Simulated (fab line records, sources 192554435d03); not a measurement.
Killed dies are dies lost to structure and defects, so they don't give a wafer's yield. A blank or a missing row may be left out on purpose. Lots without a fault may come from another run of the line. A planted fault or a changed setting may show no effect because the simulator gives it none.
fab line records | flow n5_finfet
record lots=10 wafers=30 last_day=18
route steps=1938 shown ZERO_LAYER@4 WELL_APT@33 BEOL_M4@1111 PASSIVATION@1936
lots that met no fault: from a run of the same line without faults
start_h: hours from the record's first day to the start of the lot's first wafer shown | wait_h: hours since the lot's step before | " the same as in the row above | L1.1+2: a row that stands for several wafers | - no value, or no start given | * or withheld: withheld | < > ~ a bound
route shown NAME@n: a module of which the file shows steps, and the number in the route of the first | usual: mean/standard deviation of fault-free wafers | same: alike in all rows | chamber/n: place in a boat | sites: the reading at each site | _std_site: their standard deviation | _edge_site: outer sites' mean less inner sites' | radius_mm: how far each site lies from the wafer's centre | mask NAME#n: copy n | behind: the tool/chamber that last shaped the wafer | hold: why the lot was held/for how many hours/how that ended | device: the transistor (n, p or np) that didn't switch | end of line: the same wafers' tests at the end of the route | a step without rows: its recipe alone | killed: dies lost to structure and defects at the first sort, not the wafer's yield | map: a wafer's dies, x killed, . not, _ none there
set.NAME: the setting as run; set.NAME@STEP: as run at that earlier step | model.NAME: the simulator's own value behind a step, which no gauge read
steps of the route over a sample of lots; a table a step, a row a wafer
services: from which hour (start_h, from the record's first day; less than 0 if before it) a tool's chamber was out of use, for how many hours, and why
## steps
# step N5_ZERO_LAYER_PECVD_02
# recipe material=SiO2 target_thk_a=100 temp_c=400 precursor=SiH4/N2O pressure_torr=0.75 rf_w=275 time_s=6
# usual heater_power_w=737/98 showerhead_plenum_p_Torr=8.05/0.1 showerhead_vpp_V=1040/43
# columns lot.wafer tool chamber start_h wait_h heater_power_w showerhead_plenum_p_Torr showerhead_vpp_V
L598.2 pecvd-03 1 12.28 0.0 798 8.06 998
L598.3 " 2 " " 665 7.94 1041
L598.4 " 2 " " 666 7.96 1024
L599.1 pecvd-01 2 18.28 0.0 825 8.24 1026
L599.2 " 1 " " 545 7.92 1037
L599.3 " 2 " " 815 8.23 1042
L602.4 pecvd-02 1 36.31 0.1 601 8.11 1115
L602.5 " 0 " " 824 8.13 1119
L602.6 " 2 " " 890 8.16 991
L603.2 pecvd-01 1 42.29 0.0 569 7.89 1014
L603.3 " 2 " " 707 8.21 1035
L603.6 " 1 " " 574 7.92 1027
L613.2 pecvd-03 1 102.29 0.0 784 8.04 1005
L613.3 " 2 " " 696 7.94 1035
L613.6 " 0 " " 815 7.96 1007
L616.1 pecvd-03 1 120.28 0.0 814 8.06 987
L616.2 " 0 " " 803 7.98 1008
L616.3 " 2 " " 725 7.94 1033
L618.1 pecvd-01 2 132.29 0.0 694 8.24 1032
L618.4 " 2 " " 716 8.21 1041
L618.5 " 1 " " 634 7.90 1045
L619.2 pecvd-01 2 138.29 0.0 770 8.23 1033
L619.4 " 2 " " 813 8.22 1027
L619.6 " 0 " " 696 7.99 1093
L620.1 pecvd-01 0 144.28 0.0 712 7.98 1085
L620.2 " 1 " " 607 7.90 1037
L620.4 " 1 " " 612 7.91 1050
L621.2 pecvd-03 0 150.29 0.0 766 7.97 1007
L621.4 " 2 " " 737 7.96 1005
L621.5 " 1 " " 777 8.07 1008
# step N5_ZERO_LAYER_DESCUM_16
# recipe chemistry=O2 time_s=7.9 source_power_w=50 bias_power_w=20 pressure_mtorr=20 rf_frequency_hz=2.712e+07 temp_c=40 o2_flow_sccm=225
# usual drypump_motor_current_A=5.9/0.32 oes_product_au=0.78/0.085 rf_vpp_V=243.8/0.98 showerhead_plenum_p_Torr=2.12/0.044 throttle_valve_pct=20.42/0.21
# columns lot.wafer tool chamber start_h wait_h drypump_motor_current_A oes_product_au rf_hours_counter_h rf_vpp_V showerhead_plenum_p_Torr throttle_valve_pct
L598.2 rie_diel-02 2 12.87 0.1 6.3 0.71 210 244.0 2.16 20.73
L598.3 " 3 " " 5.6 0.80 95 245.8 2.11 20.12
L598.4 " 1 " " 6.4 0.78 118 244.0 2.10 20.57
L599.1 rie_diel-02 3 18.83 0.0 5.6 0.79 97 243.4 2.11 20.11
L599.2 " 2 " " 6.3 0.71 213 244.5 2.15 20.73
L599.3 " 1 " " 6.4 0.79 121 242.1 2.10 20.57
L602.4 rie_diel-05 2 36.82 0.1 5.5 0.88 - 244.6 2.14 20.31
L602.5 " 3 " " 6.0 0.73 - 246.4 2.17 20.38
L602.6 " 0 " " 6.1 0.97 - 243.0 2.15 20.50
L603.2 rie_diel-05 3 42.68 0.0 6.0 0.73 186 245.2 2.17 20.40
L603.3 " 0 " " 6.1 0.96 6 245.4 2.15 20.53
L603.6 " 3 " " 6.0 0.73 - 244.1 2.17 20.39
L613.2 rie_diel-01 0 102.81 0.0 6.3 0.68 226 245.5 2.16 20.29
L613.3 " 1 " " 5.9 0.70 205 243.1 2.07 20.34
L613.6 " 1 " " 5.9 0.70 - 242.4 2.07 20.33
L616.1 rie_diel-01 0 120.97 0.2 6.3 0.68 231 244.0 2.16 20.31
L616.2 " 1 " " 5.9 0.69 212 243.0 2.06 20.36
L616.3 " 3 " " 5.8 0.80 99 243.7 2.02 20.63
L618.1 rie_diel-05 1 132.92 0.1 5.9 0.91 25 243.0 2.13 20.03
L618.4 " 3 " " 6.0 0.71 208 245.1 2.17 20.43
L618.5 " 2 " " 5.5 0.84 - 244.7 2.13 20.35
L619.2 rie_diel-05 0 138.72 0.0 6.1 0.89 30 244.3 2.14 20.56
L619.4 " 1 " " 5.9 0.90 27 244.5 2.13 20.01
L619.6 " 3 " " 6.0 0.71 - 242.3 2.17 20.41
L620.1 rie_diel-05 3 144.80 0.0 6.0 0.71 211 245.0 2.17 20.43
L620.2 " 1 " " 5.9 0.89 29 243.5 2.13 20.01
L620.4 " 2 " " 5.5 0.84 53 243.8 2.13 20.37
L621.2 rie_diel-05 2 150.68 0.0 5.5 0.83 55 244.7 2.13 20.37
L621.4 " 3 " " 6.0 0.71 213 243.6 2.16 20.42
L621.5 " 3 " " 6.0 0.71 - 242.3 2.16 20.42
# step N5_WELL_APT_IMPLANT_15
# recipe species=As energy_kev=25 dose_cm2=1.5e+13 tilt_deg=0 rotation_deg=0
# usual beam_on_s=10.00/0.19
# columns lot.wafer tool chamber start_h wait_h beam_on_s
L598.2 implanter-02 0 14.33 0.1 9.75
L598.3 " 0 " " 10.23
L598.4 " 0 " " 9.87
L599.1 implanter-02 0 20.13 0.1 10.09
L599.2 " 0 " " 9.88
L599.3 " 0 " " 9.94
L602.4 implanter-02 0 38.14 0.1 9.85
L602.5 " 0 " " 9.68
L602.6 " 0 " " 10.02
L603.2 implanter-02 0 44.08 0.1 9.67
L603.3 " 0 " " 9.87
L603.6 " 0 " " 10.11
L603.2 implanter-02 0 44.43 0.3 9.96
L603.3 " 0 " " 9.93
L603.6 " 0 " " 9.78
L613.2 implanter-02 0 104.08 0.1 9.94
L613.3 " 0 " " 9.88
L613.6 " 0 " " 9.60
L613.2 implanter-02 0 104.43 0.3 10.28
L613.3 " 0 " " 10.31
L613.6 " 0 " " 10.13
L616.1 implanter-02 0 122.37 0.1 9.90
L616.2 " 0 " " 10.10
L616.3 " 0 " " 9.82
L618.1 implanter-01 0 134.29 0.1 9.79
L618.4 " 0 " " 10.12
L618.5 " 0 " " 9.97
L619.2 implanter-01 0 140.27 0.1 9.81
L619.4 " 0 " " 10.30
L619.6 " 0 " " 9.88
L620.1 implanter-02 0 146.17 0.1 10.20
L620.2 " 0 " " 10.01
L620.4 " 0 " " 9.93
L621.2 implanter-01 0 152.18 0.1 9.92
L621.4 " 0 " " 9.90
L621.5 " 0 " " 10.11
# step N5_WELL_APT_CD_MEAS_25
# recipe target_cd_nm=200 landing_energy_ev=500 detector=se_inlens
# usual cd_nm=199.6/1.5
# columns lot.wafer tool chamber start_h wait_h cd_nm
L598.2 cd_sem-02 0 15.10 - 200.2
L598.3 " 0 " " 198.0
L598.4 " 0 " " 199.9
L599.1 cd_sem-03 0 21.01 - 199.4
L599.2 " 0 " " 200.2
L599.3 " 0 " " 198.4
L602.4 cd_sem-02 0 38.93 - 199.2
L602.5 " 0 " " 199.4
L602.6 " 0 " " 200.2
L603.2 cd_sem-02 0 45.15 - 196.2
L603.3 " 0 " " 199.0
L603.6 " 0 " " 197.6
L613.2 cd_sem-02 0 105.18 - 199.5
L613.3 " 0 " " 199.9
L613.6 " 0 " " 198.9
L616.1 cd_sem-01 0 123.29 - 198.4
L616.2 " 0 " " 198.4
L616.3 " 0 " " 197.9
L618.1 cd_sem-02 0 135.04 - 201.8
L618.4 " 0 " " 201.8
L618.5 " 0 " " 201.2
L619.2 cd_sem-02 0 141.01 - 199.0
L619.4 " 0 " " 200.4
L619.6 " 0 " " 200.3
L620.1 cd_sem-02 0 147.05 - 200.8
L620.2 " 0 " " 200.0
L620.4 " 0 " " 198.9
L621.2 cd_sem-02 0 152.93 - 200.5
L621.4 " 0 " " 200.2
L621.5 " 0 " " 202.3
# step N5_BEOL_M4_RC_MEAS_101
# usual DIBL_N=36.4/1.4 DIBL_P=36.3/1.8 IOFF_N=0.163/0.024 IOFF_P=0.21/0.034 ION_N=673/11 ION_P=461/7.4 SS_N=71.6/0.52 SS_P=73.3/0.58 VT_N=249.4/2.5 VT_P=-250/3.5
# columns lot.wafer tool chamber start_h wait_h DIBL_N[mV/V] DIBL_P[mV/V] IOFF_N[nA/um] IOFF_P[nA/um] ION_N[uA/um] ION_P[uA/um] SS_N[mV/dec] SS_P[mV/dec] VT_N[mV] VT_P[mV]
L598.2 prober-02 0 168.13 0.2 36.6 36.5 0.169 0.20 686 462 70.9 72.7 248.1 -253
L598.3 " 0 " " 35.5 34.1 0.153 0.18 669 451 70.7 72.3 248.6 -252
L598.4 " 0 " " 36.9 37.0 0.187 0.21 699 465 71.5 73.4 246.2 -252
L599.1 prober-02 0 170.66 0.0 37.2 37.1 0.176 0.21 668 451 71.9 73.0 248.3 -249
L599.2 " 0 " " 36.7 37.9 0.180 0.23 684 467 71.8 73.3 248.2 -249
L599.3 " 0 " " 37.6 37.5 0.190 0.22 673 456 71.6 72.7 248.1 -249
L602.4 prober-02 0 192.36 0.5 34.6 33.8 0.118 0.20 651 458 70.6 72.5 254.1 -248
L602.5 " 0 " " 36.9 36.4 0.154 0.25 661 462 72.2 72.9 247.8 -247
L602.6 " 0 " " 37.7 38.1 0.176 0.27 682 477 72.1 74.1 249.6 -243
L616.1 prober-01 0 262.24 0.0 35.6 34.6 0.142 0.17 658 449 71.2 72.6 251.1 -254
L616.2 " 0 " " 35.3 34.4 0.139 0.17 671 454 71.2 72.4 253.0 -258
L616.3 " 0 " " 37.2 37.2 0.175 0.21 675 463 71.5 73.6 246.6 -252
L618.1 prober-01 0 286.41 0.0 39.8 39.1 0.201 0.26 667 458 71.8 74.0 250.8 -245
L618.4 " 0 " " 38.6 37.8 0.186 0.25 684 467 71.5 73.6 249.1 -245
L618.5 " 0 " " 38.2 37.4 0.171 0.23 666 463 71.7 73.3 248.9 -247
L603.2 prober-01 0 287.88 0.2 37.3 37.9 0.194 0.23 678 457 72.4 74.2 247.5 -249
L603.3 " 0 " " 38.9 39.1 0.206 0.25 678 459 72.6 74.1 246.1 -253
L603.6 " 0 " " 37.5 38.3 0.188 0.23 682 469 71.7 73.8 248.4 -249
L620.1 prober-02 0 300.13 0.0 35.3 31.4 0.130 0.15 674 453 71.3 72.9 250.6 -258
L620.2 " 0 " " 34.5 30.9 0.117 0.14 669 450 70.8 72.6 251.5 -257
L620.4 " 0 " " 35.9 32.4 0.137 0.16 660 446 70.6 72.0 250.8 -255
L619.2 prober-02 0 303.23 0.2 35.1 34.8 0.137 0.19 665 460 70.9 73.0 250.8 -250
L619.4 " 0 " " 36.0 35.2 0.146 0.20 666 455 71.1 72.9 251.1 -250
L619.6 " 0 " " 35.1 35.0 0.142 0.20 662 456 70.9 72.6 248.0 -248
L621.2 prober-01 0 306.09 0.2 37.4 35.5 0.158 0.23 674 466 71.0 73.2 249.3 -247
L621.4 " 0 " " 40.3 38.7 0.217 0.30 691 465 72.4 73.9 245.3 -242
L621.5 " 0 " " 36.6 33.9 0.146 0.22 656 458 71.6 72.1 254.2 -247
L613.2 prober-01 0 358.96 0.2 35.6 36.7 0.156 0.21 675 459 71.9 72.6 250.2 -250
L613.3 " 0 " " 35.0 35.5 0.147 0.19 649 448 71.6 73.0 251.3 -252
L613.6 " 0 " " 36.3 36.4 0.158 0.20 667 457 72.0 72.9 251.7 -252
# step N5_PASSIVATION_PROBE_49
# usual defect_limited_yield=91.4/1.6 killed_at_M0_to_M3=34/12 killed_at_M4_up=13/5.2 killed_at_contacts=11/5.5 killed_at_front_end=40/13 killed_at_other=3.4/2.7 killed_dies=102/19 killed_open=66/15 killed_short=33/7.9 sort_bin_5_function=5.1/1.1 sort_bin_6_memory=3.2/0.7 sort_n_pass=1078/19 sort_yield_pct=91.4/1.6
# same gross_dies=1180 killed_at_back_side=0 sort_bin_4_leakage[%]=0 sort_bin_8_speed[%]=0
# columns lot.wafer tool chamber start_h wait_h defect_limited_yield[%] killed_at_M0_to_M3 killed_at_M4_up killed_at_contacts killed_at_front_end killed_at_other killed_dies killed_open killed_short sort_bin_5_function[%] sort_bin_6_memory[%] sort_n_pass sort_yield_pct[%]
L603.2 prober-01 - 356.40 0.1 92.4 23 8 6 46 7 90 46 43 4.7 2.8 1090 92.4
L603.3 prober-01 - 356.45 0.1 90.8 50 9 9 39 1 108 80 28 6.1 2.9 1072 90.8
L603.6 prober-01 - 356.60 0.3 93.5 30 13 9 23 2 77 42 35 3.6 2.8 1103 93.5
L613.2 prober-01 - 432.21 0.1 91.6 38 8 3 50 0 99 60 38 4.7 3.5 1081 91.6
L613.3 prober-01 - 432.26 0.1 86.7 74 7 21 53 2 157 114 41 8.0 4.8 1023 86.7
L613.6 prober-01 - 432.41 0.3 89.9 45 12 4 55 3 119 75 42 6.0 3.6 1061 89.9
# killed by level:class
L603.2 BEOL_M0_SAQP:geometric_particle:short=10 FIN_SAQP:geometric_particle:short=9 STI_FIN_REVEAL:geometric_particle:open=8 FIN_SAQP:geometric_particle:open=5 GATE_CUT:geometric_particle:short=5 MOL_CONTACT_COAG:geometric_particle:open=5 BEOL_M0_SAQP:geometric_particle:open=5 BEOL_M2:geometric_particle:open=4
L603.3 BEOL_M0_SAQP:geometric_particle:open=19 FIN_SAQP:geometric_particle:open=18 BEOL_M0_SAQP:geometric_particle:short=12 FIN_SAQP:geometric_particle:short=7 MOL_CONTACT_COAG:geometric_particle:open=7 BEOL_M3:geometric_particle:open=6 BEOL_M1:geometric_particle:open=5 BEOL_M2:geometric_particle:open=5
L603.6 BEOL_M0_SAQP:geometric_particle:short=11 BEOL_M0_SAQP:geometric_particle:open=8 BEOL_M4:geometric_particle:open=6 MOL_CONTACT_COAG:geometric_particle:open=5 FIN_SAQP:geometric_particle:short=4 STI_FIN_REVEAL:geometric_particle:open=4 GATE_CUT:geometric_particle:short=4 MOL_CONTACT_COAG:geometric_particle:short=4
L613.2 FIN_SAQP:geometric_particle:open=15 FIN_SAQP:geometric_particle:short=10 BEOL_M2:geometric_particle:open=9 BEOL_M0_SAQP:geometric_particle:open=7 BEOL_M3:geometric_particle:open=7 GATE_CUT:geometric_particle:short=5 BEOL_M0_SAQP:geometric_particle:short=5 STARTING-WAFER:geometric_particle:short=5
L613.3 BEOL_M1:geometric_particle:open=20 BEOL_M0_SAQP:geometric_particle:open=17 BEOL_M3:geometric_particle:open=15 FIN_SAQP:geometric_particle:open=14 MOL_CONTACT_COAG:geometric_particle:open=13 STI_FIN_REVEAL:geometric_particle:open=10 MOL_CONTACT_COAG:geometric_particle:short=8 BEOL_M0_SAQP:geometric_particle:short=8
L613.6 FIN_SAQP:geometric_particle:open=18 BEOL_M0_SAQP:geometric_particle:short=14 BEOL_M0_SAQP:geometric_particle:open=10 FIN_SAQP:geometric_particle:short=9 STI_FIN_REVEAL:geometric_particle:open=8 DUMMY_GATE:geometric_particle:open=8 BEOL_M1:geometric_particle:open=8 BEOL_M4:geometric_particle:open=5
## services
# columns tool chamber start_h hours kind
rie_diel-05 - -6.25 2.8 pm
pecvd-01 0 1.91 1.9 repair
rie_diel-05 0 6.54 - clean
rie_diel-05 0 6.54 - consumable_replace:focus_ring
rie_diel-05 0 6.54 20.7 scheduled_down
rie_diel-05 0 6.54 20.7 vent_cycle
pecvd-03 - 7.78 2.8 pm
rie_diel-01 - 8.75 14.6 pm
pecvd-01 0 14.79 16.4 repair
pecvd-01 - 19.75 1.6 repair
rie_diel-05 1 27.47 - clean
rie_diel-05 1 27.47 - consumable_replace:focus_ring
rie_diel-05 1 27.47 16.0 scheduled_down
rie_diel-05 1 27.47 16.0 vent_cycle
rie_diel-02 0 49.56 4.1 repair
pecvd-01 1 58.09 2.1 scheduled_down
rie_diel-05 0 72.95 3.1 repair
rie_diel-01 - 73.88 0.1 repair
rie_diel-05 3 94.96 1.2 repair
implanter-02 - 124.15 10.1 pm
pecvd-01 1 135.26 5.5 scheduled_down
pecvd-02 - 137.13 1.7 repair
pecvd-01 0 146.31 2.1 scheduled_down
rie_diel-01 3 147.65 1.5 repair
## key
first_sign step=N5_WELL_APT_IMPLANT_15 reading=visit direction=added
effect none on later readings
met_at N5_WELL_APT_IMPLANT_15
struck_lots L603,L613
loop_trim step=N5_BEOL_M4_EXPOSE_08 setting=dose lots=L613
loop_trim step=N5_BEOL_M4_EXPOSE_25 setting=dose lots=L613
not_acting_at N5_ZERO_LAYER_PECVD_02,N5_ZERO_LAYER_DESCUM_16,N5_WELL_APT_CD_MEAS_25
fault kind=repeated_step_whole tool=implanter-01,implanter-02 chamber=- onset_h=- steps=N5_WELL_APT_IMPLANT_15 times=1 scope=struck_lots_only
# loop_trim: a control loop set the setting to another value than it would have without faults
